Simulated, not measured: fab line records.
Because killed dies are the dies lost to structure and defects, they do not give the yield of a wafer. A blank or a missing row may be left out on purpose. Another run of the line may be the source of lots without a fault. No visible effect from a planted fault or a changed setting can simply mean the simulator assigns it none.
fab line records + flow nand-harc
record:
- lots: 14
- wafers: 42
- last-day: 24
route steps=1159 shown P_BONDPAD@376 A_ZERO_WELL@408 A_SOURCE_PLATE@423
lots that met no fault: taken from a fault-free run of the same line
start-h: hours from the record's first day to the start of the lot's first wafer shown + wait-h: time in hours since the lot's previous step + " the same as in the row above + L1.1+2: a single row standing in for several wafers + - no value, or no start given + * or withheld: withheld + < > ~ a bound
route shown NAME@n: NAME is a module with steps in the file, n the number in the route of the first one + usual: mean/standard deviation taken from wafers without a fault + same: alike in all rows + chamber/n: place in a boat + sites: each site's reading + _std_site: standard deviation of those values + _edge_site: mean of outer sites minus mean of inner sites + radius-mm: for every site, how far away it sits from the centre of the wafer + mask NAME#n: copy n + behind: the tool/chamber that last shaped the wafer + hold: the reason the lot was held/the length of the hold in hours/how it ended + device: names the non-switching transistor (n, p or np) + end of line: tests run on the same wafers once the route is complete + a step given without rows: its recipe and nothing more + killed: at the first sort, the dies lost to defects and structure; wafer yield is something else + map: the dies of a wafer, with x for killed, . for not killed, _ for no die there
set.NAME: setting as actually run; set.NAME@STEP: the setting as run at that earlier step + model.NAME: the simulator's own value behind a step, which no gauge read
one table for each step of the route and one row for each wafer, over a sample of lots
services: from which hour (start-h, from the record's first day; less than 0 if before it) a tool's chamber was out of use, for how many hours, and why
== steps ==
step: NHARC_P_BONDPAD_PVD_17
recipe:
- target-thk-a: 50
- bias-v: 168.6
- power-w: 15000
- chamber-pressure-pa: 0.12
- time-s: 8.06
- substrate-temp-c: 50
- material: TaN
usual:
- substrate-temp-c: 49.98/0.11
- throttle-valve-pct: 29.6/0.66
| lot.wafer | tool           | chamber | start-h | wait-h | substrate-temp-c | throttle-valve-pct |
|-----------|----------------|---------|---------|--------|------------------|--------------------|
| L253.2    | pvd-sputter-02 | -       | -       | -      | 50.09            | 29.3               |
| L253.4    | "              | -       | "       | "      | 50.12            | 30.6               |
| L253.6    | "              | -       | "       | "      | 49.82            | 29.7               |
| L254.3    | pvd-sputter-03 | -       | -       | -      | 50.14            | 29.7               |
| L254.2    | "              | -       | "       | "      | 50.02            | 28.3               |
| L254.5    | "              | -       | "       | "      | 49.98            | 29.1               |
| L255.3    | pvd-sputter-03 | -       | -       | -      | 49.64            | 29.4               |
| L255.2    | "              | -       | "       | "      | 50.15            | 28.1               |
| L255.6    | "              | -       | "       | "      | 50.04            | 29.7               |
| L257.3    | pvd-sputter-03 | -       | -       | -      | 50.04            | 28.2               |
| L257.2    | "              | -       | "       | "      | 49.91            | 29.4               |
| L257.5    | "              | -       | "       | "      | 49.99            | 28.2               |
| L259.2    | pvd-sputter-03 | -       | -       | -      | 49.76            | 29.4               |
| L259.5    | "              | -       | "       | "      | 49.88            | 29.5               |
| L259.6    | "              | -       | "       | "      | 50.17            | 29.7               |
| L260.2    | pvd-sputter-02 | -       | -       | -      | 49.90            | 29.5               |
| L260.4    | "              | -       | "       | "      | 49.80            | 29.7               |
| L260.6    | "              | -       | "       | "      | 50.04            | 30.7               |
| L261.2    | pvd-sputter-02 | -       | -       | -      | 50.00            | 30.1               |
| L261.3    | "              | -       | "       | "      | 49.99            | 29.6               |
| L261.6    | "              | -       | "       | "      | 50.02            | 29.8               |
| L264.3    | pvd-sputter-02 | -       | -       | -      | 50.04            | 29.1               |
| L264.2    | "              | -       | "       | "      | 50.04            | 30.9               |
| L264.4    | "              | -       | "       | "      | 50.06            | 29.9               |
| L269.2    | pvd-sputter-03 | -       | -       | -      | 49.93            | 28.0               |
| L269.5    | "              | -       | "       | "      | 50.05            | 29.1               |
| L269.6    | "              | -       | "       | "      | 50.05            | 29.8               |
| L271.3    | pvd-sputter-02 | -       | -       | -      | 49.86            | 30.0               |
| L271.2    | "              | -       | "       | "      | 50.03            | 29.6               |
| L271.6    | "              | -       | "       | "      | 49.79            | 28.6               |
| L273.3    | pvd-sputter-03 | -       | -       | -      | 50.03            | 29.9               |
| L273.4    | "              | -       | "       | "      | 50.02            | 29.6               |
| L273.5    | "              | -       | "       | "      | 49.97            | 29.1               |
| L272.3    | pvd-sputter-02 | -       | -       | -      | 49.92            | 29.3               |
| L272.2    | "              | -       | "       | "      | 50.13            | 29.0               |
| L272.5    | "              | -       | "       | "      | 50.00            | 29.4               |
| L274.4    | pvd-sputter-03 | -       | -       | -      | 49.93            | 28.2               |
| L274.1    | "              | -       | "       | "      | 49.97            | 29.3               |
| L274.2    | "              | -       | "       | "      | 49.82            | 29.8               |
| L275.3    | pvd-sputter-02 | -       | -       | -      | 49.95            | 28.7               |
| L275.6    | "              | -       | "       | "      | 49.93            | 29.6               |
| L275.5    | "              | -       | "       | "      | 49.87            | 29.1               |
step: NHARC_P_BONDPAD_CMP_19
recipe:
- t-overpolish-s: 30
- cu-recess-touch-s: 16
- target-thk-nm: 160.81
usual:
- motor-current-A: 11.9/1.2
- overpolish-run-s: 30.000/0.0093
| lot.wafer | tool   | chamber | start-h | wait-h | motor-current-A | overpolish-run-s |
|-----------|--------|---------|---------|--------|-----------------|------------------|
| L253.2    | cmp-04 | 0       | 138.07  | -      | 12.1            | 29.998           |
| L253.4    | "      | 1       | "       | "      | 11.2            | 29.999           |
| L253.6    | "      | 0       | "       | "      | 12.5            | 30.005           |
| L254.2    | cmp-01 | 0       | 144.85  | -      | 10.8            | 30.002           |
| L254.3    | "      | 2       | "       | "      | 11.8            | 29.993           |
| L254.5    | "      | 0       | "       | "      | 10.7            | 30.006           |
| L255.3    | cmp-01 | 1       | 148.74  | -      | 11.8            | 30.000           |
| L255.2    | "      | 3       | "       | "      | 15.0            | 30.029           |
| L255.6    | "      | 2       | "       | "      | 11.6            | 30.007           |
| L257.2    | cmp-04 | 1       | 157.71  | -      | 11.4            | 30.014           |
| L257.3    | "      | 3       | "       | "      | 12.8            | 29.998           |
| L257.5    | "      | 0       | "       | "      | 11.9            | 30.007           |
| L259.2    | cmp-01 | 2       | 160.45  | -      | 12.2            | 29.997           |
| L259.5    | "      | 3       | "       | "      | 14.6            | 29.980           |
| L259.6    | "      | 0       | "       | "      | 11.2            | 30.008           |
| L260.2    | cmp-01 | 3       | 172.75  | -      | 14.6            | 30.002           |
| L260.4    | "      | 0       | "       | "      | 10.9            | 29.995           |
| L260.6    | "      | 1       | "       | "      | 12.4            | 30.007           |
| L261.3    | cmp-01 | 3       | 174.81  | -      | 14.3            | 30.006           |
| L261.2    | "      | 1       | "       | "      | 12.7            | 30.005           |
| L261.6    | "      | 0       | "       | "      | 11.2            | 30.010           |
| L264.2    | cmp-04 | 2       | 196.76  | -      | 11.1            | 29.997           |
| L264.3    | "      | 0       | "       | "      | 12.4            | 29.999           |
| L264.4    | "      | 1       | "       | "      | 11.6            | 29.990           |
| L269.2    | cmp-01 | 2       | 229.21  | -      | 11.8            | 30.016           |
| L269.6    | "      | 1       | "       | "      | 12.7            | 30.008           |
| L269.5    | "      | 2       | "       | "      | 11.4            | 29.990           |
| L271.3    | cmp-02 | 2       | 238.13  | -      | 13.8            | 30.012           |
| L271.2    | "      | 3       | "       | "      | 11.3            | 29.993           |
| L271.6    | "      | 1       | "       | "      | 11.4            | 29.998           |
| L273.4    | cmp-02 | 3       | 246.62  | -      | 11.5            | 29.985           |
| L273.3    | "      | 2       | "       | "      | 13.8            | 29.994           |
| L273.5    | "      | 3       | "       | "      | 11.0            | 30.003           |
| L272.3    | cmp-04 | 3       | 246.86  | -      | 13.0            | 30.011           |
| L272.2    | "      | 2       | "       | "      | 10.2            | 30.002           |
| L272.5    | "      | 0       | "       | "      | 12.4            | 30.002           |
| L274.2    | cmp-04 | 0       | 264.98  | -      | 12.6            | 29.992           |
| L274.4    | "      | 1       | "       | "      | 11.5            | 29.991           |
| L274.1    | "      | 2       | "       | "      | 10.3            | 29.987           |
| L275.3    | cmp-04 | 0       | 267.52  | -      | 12.0            | 29.985           |
| L275.6    | "      | 3       | "       | "      | 12.5            | 30.014           |
| L275.5    | "      | 0       | "       | "      | 12.3            | 29.985           |
step: NHARC_A_ZERO_WELL_IMPLANT_15
recipe:
- energy-kev: 150
- dose-cm2: 1e+13
- tilt-deg: 7
usual:
- tilt-deg: 7.001/0.021
| lot.wafer | tool         | chamber | start-h | wait-h | tilt-deg |
|-----------|--------------|---------|---------|--------|----------|
| L253.2    | implanter-02 | 0       | 140.75  | 0.1    | 6.995    |
| L253.4    | "            | 0       | "       | "      | 6.999    |
| L253.6    | "            | 0       | "       | "      | 7.010    |
| L254.2    | implanter-02 | 0       | 147.51  | 0.1    | 7.025    |
| L254.3    | "            | 0       | "       | "      | 7.003    |
| L254.5    | "            | 0       | "       | "      | 7.012    |
| L255.2    | implanter-02 | 0       | 151.40  | 0.1    | 7.013    |
| L255.3    | "            | 0       | "       | "      | 7.012    |
| L255.6    | "            | 0       | "       | "      | 6.997    |
| L257.2    | implanter-01 | 0       | 160.35  | 0.1    | 6.980    |
| L257.3    | "            | 0       | "       | "      | 6.981    |
| L257.5    | "            | 0       | "       | "      | 6.993    |
| L259.2    | implanter-01 | 0       | 163.17  | 0.1    | 7.006    |
| L259.5    | "            | 0       | "       | "      | 6.992    |
| L259.6    | "            | 0       | "       | "      | 6.986    |
| L260.2    | implanter-02 | 0       | 175.35  | 0.1    | 6.977    |
| L260.4    | "            | 0       | "       | "      | 6.992    |
| L260.6    | "            | 0       | "       | "      | 6.996    |
| L260.2    | implanter-02 | 0       | 175.75  | 0.4    | 7.038    |
| L260.4    | "            | 0       | "       | "      | 7.001    |
| L260.6    | "            | 0       | "       | "      | 7.010    |
| L261.2    | implanter-02 | 0       | 177.59  | 0.1    | 6.972    |
| L261.3    | "            | 0       | "       | "      | 7.013    |
| L261.6    | "            | 0       | "       | "      | 7.029    |
| L264.2    | implanter-01 | 0       | 199.56  | 0.1    | 6.959    |
| L264.3    | "            | 0       | "       | "      | 6.975    |
| L264.4    | "            | 0       | "       | "      | 6.960    |
| L269.2    | implanter-01 | 0       | 232.01  | 0.1    | 7.024    |
| L269.5    | "            | 0       | "       | "      | 7.043    |
| L269.6    | "            | 0       | "       | "      | 6.988    |
| L269.2    | implanter-01 | 0       | 232.40  | 0.4    | 6.990    |
| L269.5    | "            | 0       | "       | "      | 6.997    |
| L269.6    | "            | 0       | "       | "      | 7.000    |
| L271.2    | implanter-02 | 0       | 240.92  | 0.1    | 6.980    |
| L271.3    | "            | 0       | "       | "      | 7.010    |
| L271.6    | "            | 0       | "       | "      | 6.994    |
| L273.3    | implanter-01 | 0       | 249.46  | 0.1    | 7.004    |
| L273.4    | "            | 0       | "       | "      | 6.999    |
| L273.5    | "            | 0       | "       | "      | 6.974    |
| L272.2    | implanter-02 | 0       | 249.54  | 0.1    | 6.983    |
| L272.3    | "            | 0       | "       | "      | 7.008    |
| L272.5    | "            | 0       | "       | "      | 6.996    |
| L274.1    | implanter-01 | 0       | 267.73  | 0.1    | 7.011    |
| L274.2    | "            | 0       | "       | "      | 7.006    |
| L274.4    | "            | 0       | "       | "      | 7.000    |
| L275.3    | implanter-02 | 0       | 270.18  | 0.1    | 7.055    |
| L275.5    | "            | 0       | "       | "      | 7.013    |
| L275.6    | "            | 0       | "       | "      | 7.002    |
step: NHARC_A_SOURCE_PLATE_INSPECT_08
usual:
- raw-defect-count: 62/24
| lot.wafer | tool              | chamber | start-h | wait-h | raw-defect-count |
|-----------|-------------------|---------|---------|--------|------------------|
| L253.2    | defect-inspect-01 | -       | 163.77  | 0.0    | 73               |
| L253.4    | "                 | -       | "       | "      | 39               |
| L253.6    | "                 | -       | "       | "      | 45               |
| L254.2    | defect-inspect-02 | -       | 168.60  | 0.0    | 92               |
| L254.3    | "                 | -       | "       | "      | 54               |
| L254.5    | "                 | -       | "       | "      | 68               |
| L255.2    | defect-inspect-02 | -       | 172.18  | 0.0    | 62               |
| L255.3    | "                 | -       | "       | "      | 65               |
| L255.6    | "                 | -       | "       | "      | 41               |
| L257.2    | defect-inspect-02 | -       | 180.38  | 0.0    | 60               |
| L257.3    | "                 | -       | "       | "      | 62               |
| L257.5    | "                 | -       | "       | "      | 79               |
| L259.2    | defect-inspect-02 | -       | 184.17  | 0.0    | 90               |
| L259.5    | "                 | -       | "       | "      | 151              |
| L259.6    | "                 | -       | "       | "      | 83               |
| L260.2    | defect-inspect-01 | -       | 196.54  | 0.0    | 74               |
| L260.4    | "                 | -       | "       | "      | 72               |
| L260.6    | "                 | -       | "       | "      | 53               |
| L261.2    | defect-inspect-02 | -       | 196.54  | 0.0    | 114              |
| L261.3    | "                 | -       | "       | "      | 60               |
| L261.6    | "                 | -       | "       | "      | 68               |
| L264.2    | defect-inspect-02 | -       | 221.05  | 0.0    | 90               |
| L264.3    | "                 | -       | "       | "      | 75               |
| L264.4    | "                 | -       | "       | "      | 86               |
| L269.2    | defect-inspect-01 | -       | 253.28  | 0.0    | 98               |
| L269.5    | "                 | -       | "       | "      | 54               |
| L269.6    | "                 | -       | "       | "      | 99               |
| L271.2    | defect-inspect-01 | -       | 261.62  | 0.0    | 43               |
| L271.3    | "                 | -       | "       | "      | 56               |
| L271.6    | "                 | -       | "       | "      | 54               |
| L272.2    | defect-inspect-02 | -       | 271.45  | 0.0    | 86               |
| L272.3    | "                 | -       | "       | "      | 79               |
| L272.5    | "                 | -       | "       | "      | 81               |
| L273.3    | defect-inspect-01 | -       | 271.45  | 0.0    | 38               |
| L273.4    | "                 | -       | "       | "      | 49               |
| L273.5    | "                 | -       | "       | "      | 36               |
| L274.1    | defect-inspect-02 | -       | 288.25  | 0.0    | 51               |
| L274.2    | "                 | -       | "       | "      | 31               |
| L274.4    | "                 | -       | "       | "      | 38               |
| L275.3    | defect-inspect-01 | -       | 288.29  | 0.0    | 78               |
| L275.5    | "                 | -       | "       | "      | 43               |
| L275.6    | "                 | -       | "       | "      | 60               |
== services ==
| tool           | chamber | start-h | hours | kind                           |
|----------------|---------|---------|-------|--------------------------------|
| cmp-02         | -       | 128.50  | 4.0   | pm                             |
| cmp-02         | -       | 132.50  | -     | consumable-replace:conditioner |
| cmp-02         | -       | 132.50  | -     | consumable-replace:pad         |
| cmp-01         | -       | 133.87  | 1.8   | repair                         |
| pvd-sputter-03 | -       | 149.01  | 1.8   | repair                         |
| cmp-02         | -       | 167.06  | 1.8   | repair                         |
| cmp-01         | -       | 179.50  | 4.0   | pm                             |
| implanter-02   | -       | 180.45  | 2.3   | repair                         |
| cmp-01         | -       | 183.50  | -     | consumable-replace:conditioner |
| cmp-01         | -       | 183.50  | -     | consumable-replace:pad         |
| pvd-sputter-03 | -       | 200.98  | 2.4   | repair                         |
| cmp-04         | -       | 203.00  | 4.0   | pm                             |
| cmp-04         | -       | 207.00  | -     | consumable-replace:conditioner |
| cmp-04         | -       | 207.00  | -     | consumable-replace:pad         |
| implanter-01   | -       | 208.58  | 3.7   | repair                         |
| pvd-sputter-02 | -       | 214.02  | 10.0  | pm                             |
| cmp-04         | -       | 214.40  | 0.7   | repair                         |
| cmp-02         | -       | 226.50  | 4.0   | pm                             |
| cmp-04         | -       | 228.49  | 3.0   | repair                         |
| cmp-02         | -       | 230.50  | -     | consumable-replace:conditioner |
| cmp-02         | -       | 230.50  | -     | consumable-replace:pad         |
| cmp-02         | -       | 236.21  | 0.5   | repair                         |
| cmp-04         | -       | 253.29  | 0.8   | repair                         |
| cmp-01         | -       | 261.61  | 3.4   | repair                         |
== key ==
first-sign:
- step: NHARC_A_ZERO_WELL_IMPLANT_15
- reading: visit
- direction: added
effect none on later readings
met-at NHARC_A_ZERO_WELL_IMPLANT_15
struck-lots L260,L269
tester-left-out L260,L269
not-acting-at NHARC_P_BONDPAD_PVD_17,NHARC_P_BONDPAD_CMP_19,NHARC_A_SOURCE_PLATE_INSPECT_08
fault:
- kind: repeated-step-whole
- tool: implanter-01,implanter-02
- chamber: -
- onset-h: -
- steps: NHARC_A_ZERO_WELL_IMPLANT_15
- times: 1
- scope: struck-lots-only
tester-left-out: of these lots the tester's yield and bins aren't shown, on N5 and GAA mostly nor the transistor test; their killed dies are dies lost to structure and defects alone, not to doping, threshold or leakage, so they don't give the yield
